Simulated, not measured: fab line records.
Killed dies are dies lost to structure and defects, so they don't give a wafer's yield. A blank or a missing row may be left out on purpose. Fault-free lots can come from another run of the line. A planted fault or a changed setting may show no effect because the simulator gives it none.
The tool behind it: which one?    flow n5Finfet    36 wafers from 12 lots sampled at 4 of the route's 1938 steps

WHAT THE GAUGES SHOWED, per wafer
N5_BEOL_M2_INSPECT_59: inspects for defects (darkfield).
lot   measured      on                rawDefectCount
L075  day 7 05:40   defectInspect-01  60 53 71
L078  day 9 18:34   defectInspect-02  45 44 56
L076  day 9 22:18   defectInspect-01  85 72 112
L079  day 10 00:56  defectInspect-01  99 65 63
L082  day 10 08:29  defectInspect-01  118 80 110
L085  day 10 12:26  defectInspect-02  81 75 74
L086  day 10 15:16  defectInspect-01  70 109 71
L089  day 11 05:37  defectInspect-02  55 95 96
L091  day 12 03:02  defectInspect-02  38 46 63
L093  day 12 15:21  defectInspect-01  60 78 59
L095  day 12 20:34  defectInspect-01  90 95 125
L097  day 13 12:44  defectInspect-02  78 98 43

TOOL THAT RAN EACH LOT (tool first, then ch and the chambers of the sampled wafers, then the start)
lot   N5_BEOL_M2_ALD_84                   N5_BEOL_M2_SPUTTER_88        N5_BEOL_M2_SPUTTER_96
L075  aldMetal-02 ch 0,1,2, day 7 02:04   pvdSputter-02, day 7 03:41   pvdSputter-02, day 7 04:34
L078  aldMetal-02 ch 1,3, day 9 13:31     pvdSputter-02, day 9 16:37   pvdSputter-02, day 9 17:30
L076  aldMetal-02 ch 0,1,3, day 9 18:50   pvdSputter-03, day 9 20:12   pvdSputter-03, day 9 21:05
L079  aldMetal-04 ch 0,1,3, day 9 21:32   pvdSputter-02, day 9 22:59   pvdSputter-02, day 9 23:52
L082  aldMetal-02 ch 0,3, day 10 04:33    pvdSputter-01, day 10 06:32  pvdSputter-01, day 10 07:25
L085  aldMetal-01 ch 0,1,3, day 10 08:40  pvdSputter-03, day 10 10:26  pvdSputter-03, day 10 11:19
L086  aldMetal-01 ch 1,2,3, day 10 11:48  pvdSputter-01, day 10 13:08  pvdSputter-01, day 10 14:01
L089  aldMetal-01 ch 1,2, day 11 02:12    pvdSputter-02, day 11 03:40  pvdSputter-02, day 11 04:32
L091  aldMetal-02 ch 1,3, day 11 23:19    pvdSputter-03, day 12 01:04  pvdSputter-03, day 12 01:57
L093  aldMetal-01 ch 0,1, day 12 11:47    pvdSputter-02, day 12 13:23  pvdSputter-02, day 12 14:16
L095  aldMetal-04 ch 1,2, day 12 17:09    pvdSputter-01, day 12 18:35  pvdSputter-01, day 12 19:28
L097  aldMetal-02 ch 0,2,3, day 13 07:12  pvdSputter-01, day 13 10:32  pvdSputter-01, day 13 11:25
- N5_BEOL_M2_ALD_84: deposits TaN, pulse time 2 s, purge time 3 s, co reactant purge time 2 s.
- N5_BEOL_M2_SPUTTER_88: material Cu, target thk 4.5 nm, time 8.29 s.
- N5_BEOL_M2_SPUTTER_96: material Cu, target thk 4.5 nm, time 8.29 s.

THE ANSWER, worked out from the rows above alone
Rule: what is usual is taken from the lots themselves. The widest of any qualifying gaps counts: lots, ordered by their means at a reading, are off when they make up no more than a third of the lots, leave a main group of 4 or more, and stand apart from it by 3 or more times the standard deviation of that group's means. A main group whose means are all the same, to the digits that the tables above print for the reading, isn't used. Also off: a lot with no number at a reading for which 4 or more lots have one. All remaining lots with rows at the step are treated as sound.
No lot is off on any of the readings shown, so nothing can be concluded from this.

WHAT THE SIMULATOR HAD PUT IN
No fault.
